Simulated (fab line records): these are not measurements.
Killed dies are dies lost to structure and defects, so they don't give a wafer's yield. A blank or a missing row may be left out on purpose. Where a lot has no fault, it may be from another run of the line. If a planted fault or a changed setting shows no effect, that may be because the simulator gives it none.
Chamber matching -- flow nandHarc -- NHARC_A_M0_CMP_23 on cmp-02: 4 sister chambers
The step polishes, t overpolish 20 s, target thk 113.75 nm. 8 wafers are shown with their chamber, then 7 later ones without.

## EACH WAFER AND ITS CHAMBER
wafer,chamber,motorCurrentA (A),timeToEndpointS (s)
L532.5,1,13.8,31.2
L535.3,1,14.5,29.0
L544.4,2,13.8,30.7
L544.5,0,12.4,34.8
L545.1,2,14.2,30.5
L545.5,3,13.2,31.3
L550.1,0,12.2,32.6
L550.3,3,13.3,30.5

## WAFERS WITHOUT THEIR CHAMBER
wafer,motorCurrentA (A),timeToEndpointS (s)
L550.6,13.6,29.9
L552.1,14.2,29.3
L552.4,11.8,34.6
L552.5,12.8,29.5
L555.1,13.9,25.2
L555.3,13.6,26.0
L555.5,12.9,24.1

## THE CHAMBER EACH PASSED THROUGH
wafer,from the rows above,in truth
L550.6,can't be placed: 3 or 2 or 1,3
L552.1,can't be placed: 1 or 2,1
L552.4,0,0
L552.5,3,3
L555.1,can't be placed: 1 or 2 or 3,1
L555.3,can't be placed: 1 or 2 or 3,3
L555.5,can't be placed: 3 or 1 or 2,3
Correct placement for 2 of the 7. Not placeable from these rows: 5 (in 5, the candidates include the true chamber). Placed wrongly: 0.
How it was worked out, from the rows above alone: a wafer's distance from a chamber is the root of the sum, over the readings, of the square of ((its reading less the chamber's mean) divided by the reading's scatter). The wafer belongs to the nearest chamber; if the next one is less than 2 further off, it can't be placed. For every chamber, the mean is computed from those of its wafers that are shown. How the scatter is found: for the shown wafers, subtract from each reading the mean of its chamber, square and add these, divide the total by (wafers less chambers), then take the root.
